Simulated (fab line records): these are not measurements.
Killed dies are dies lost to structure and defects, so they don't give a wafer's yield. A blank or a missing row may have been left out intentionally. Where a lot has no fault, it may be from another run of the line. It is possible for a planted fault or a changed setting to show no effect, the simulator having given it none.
Which tool is to blame? | flow nandHarc | 6 lots with 18 wafers sampled at 4 steps, on a route of 1302 steps

## WHAT THE GAUGES SHOWED, per wafer
NHARC_END_SORT_01.
lot  | measured     | on        | killedAtPeriphery
L740 | day 24 18:29 | prober-02 | 15 8 11
L743 | day 25 05:32 | prober-02 | 3 3 3
L753 | day 30 12:40 | prober-02 | 633 622 636
L756 | day 32 23:23 | prober-01 | 5 2 3
L760 | day 33 07:10 | prober-01 | 4 1 2
L762 | day 34 11:32 | prober-02 | 2 2 2

## WHICH TOOL RAN EACH LOT (tool, then ch and the chambers of the sampled wafers, then the start)
lot  | NHARC_P_CONTACT_DEP_00                     | NHARC_P_CONTACT_ETCH_36           | NHARC_P_CONTACT_STRIP_28
L740 | pecvd-01 ch 0,2, day 6 09:22 or earlier    | rieDiel-07 ch 0,3, day 6 09:22    | rieDiel-04 ch 1,2, day 6 10:05
L743 | pecvd-02 ch 1,2, day 7 14:06               | rieDiel-04 ch 0,2,3, day 7 15:55  | rieDiel-08 ch 0,1,3, day 7 16:38
L753 | pecvd-04 ch 1,2, day 12 05:37 or earlier   | rieDiel-08 ch 0,1,3, day 12 05:37 | rieDiel-07 ch 0,2,3, day 12 06:23
L756 | pecvd-01 ch 0,1,2, day 12 20:38 or earlier | rieDiel-07 ch 1,3, day 12 20:38   | rieDiel-04 ch 0,1,2, day 12 21:25
L760 | pecvd-04 ch 0,1, day 14 10:14 or earlier   | rieDiel-07 ch 0,1,3, day 14 10:14 | rieDiel-08 ch 0,2,3, day 14 10:58
L762 | pecvd-02 ch 0,1, day 15 07:26 or earlier   | rieDiel-07 ch 0,1,3, day 15 07:26 | rieDiel-08 ch 1,2,3, day 15 08:11
- NHARC_P_CONTACT_DEP_00: deposits SiO2, target thk 500 nm.
- NHARC_P_CONTACT_ETCH_36: etches the open film in N2/H2, target depth 260 nm, time 406.25 s.
- NHARC_P_CONTACT_STRIP_28: strips in O2.

## THE ANSWER, worked out from the rows above alone
Rule: usual is defined by the lots themselves. The widest of any qualifying gaps counts: lots, ordered by their means at a reading, are off when they make up no more than a third of the lots, leave a main group of 4 or more, and stand apart from it by 3 or more times the standard deviation of that group's means. A main group is skipped when, at the precision printed for the reading in the tables above, its means are all equal. A lot without any number at a reading at which 4 lots or more have one is off too. The other lots that the step has rows for count as sound.
Off, at NHARC_END_SORT_01 on killedAtPeriphery: L753. Main group: mean 4.4, sd 3.5.
A tool fits if, at a process step before that reading, it ran every lot that is off, and no sound lot after the first of them. Those tools and the gauges at NHARC_END_SORT_01 are tried in the same way. Because NHARC_P_CONTACT_DEP_00 lacks a start for some lots, the hours and order of its lots are taken from NHARC_P_CONTACT_ETCH_36. Can't be told from this: 2 tools fit, rieDiel-08 at NHARC_P_CONTACT_ETCH_36, rieDiel-07 at NHARC_P_CONTACT_STRIP_28.

## WHAT THE SIMULATOR PUT IN
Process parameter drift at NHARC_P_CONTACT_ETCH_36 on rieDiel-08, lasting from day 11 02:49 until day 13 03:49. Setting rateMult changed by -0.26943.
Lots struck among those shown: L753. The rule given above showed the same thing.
